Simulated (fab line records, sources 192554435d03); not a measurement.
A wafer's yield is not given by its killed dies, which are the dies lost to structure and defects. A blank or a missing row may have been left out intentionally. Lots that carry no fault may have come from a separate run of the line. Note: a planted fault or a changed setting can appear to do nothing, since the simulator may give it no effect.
Matching of chambers -- flow n5_finfet -- N5_BEOL_M1_ETCH_69 on rie_diel-01 has 4 sister chambers
The step etches SiARC in CF4, target depth 15.6 nm, time 26 s. 8 wafers are shown with their chamber, then 9 later ones without.

## WAFERS PAIRED WITH THEIR CHAMBERS
wafer,chamber,drypump_motor_current_A (A),showerhead_plenum_p_Torr (Torr)
L079.6,2,6.6,2.11
L080.5,2,6.6,2.10
L082.1,1,4.7,2.19
L082.5,1,4.7,2.19
L082.6,0,5.8,2.27
L085.2,3,6.2,2.07
L085.4,3,6.2,2.07
L085.6,0,5.9,2.27

## WAFERS WITH NO CHAMBER GIVEN
wafer,drypump_motor_current_A (A),showerhead_plenum_p_Torr (Torr)
L091.2,6.2,2.06
L091.4,6.6,2.10
L091.6,6.2,2.06
L094.1,6.2,2.06
L094.3,6.6,2.10
L094.4,4.7,2.19
L097.2,5.9,2.26
L097.3,6.2,2.06
L097.4,6.6,2.10

## CHAMBER TAKEN BY EACH
wafer,from the rows above,in truth
L091.2,3,3
L091.4,2,2
L091.6,3,3
L094.1,3,3
L094.3,2,2
L094.4,1,1
L097.2,0,0
L097.3,3,3
L097.4,2,2
Correctly placed: 9 of 9. From these rows, 0 cannot be placed. Number placed wrongly: 0.
How it was worked out, from the rows above alone: a wafer's distance from a chamber is the root of the sum, over the readings, of the square of ((its reading less the chamber's mean) divided by the reading's scatter). The wafer belongs to the nearest chamber; if the next one is less than 2 further off, it can't be placed. For every chamber, the mean is computed from those of its wafers that are shown. The scatter: take each reading less its chamber's mean, square it, sum over the shown wafers, divide by the number of wafers less the number of chambers, and take the root.
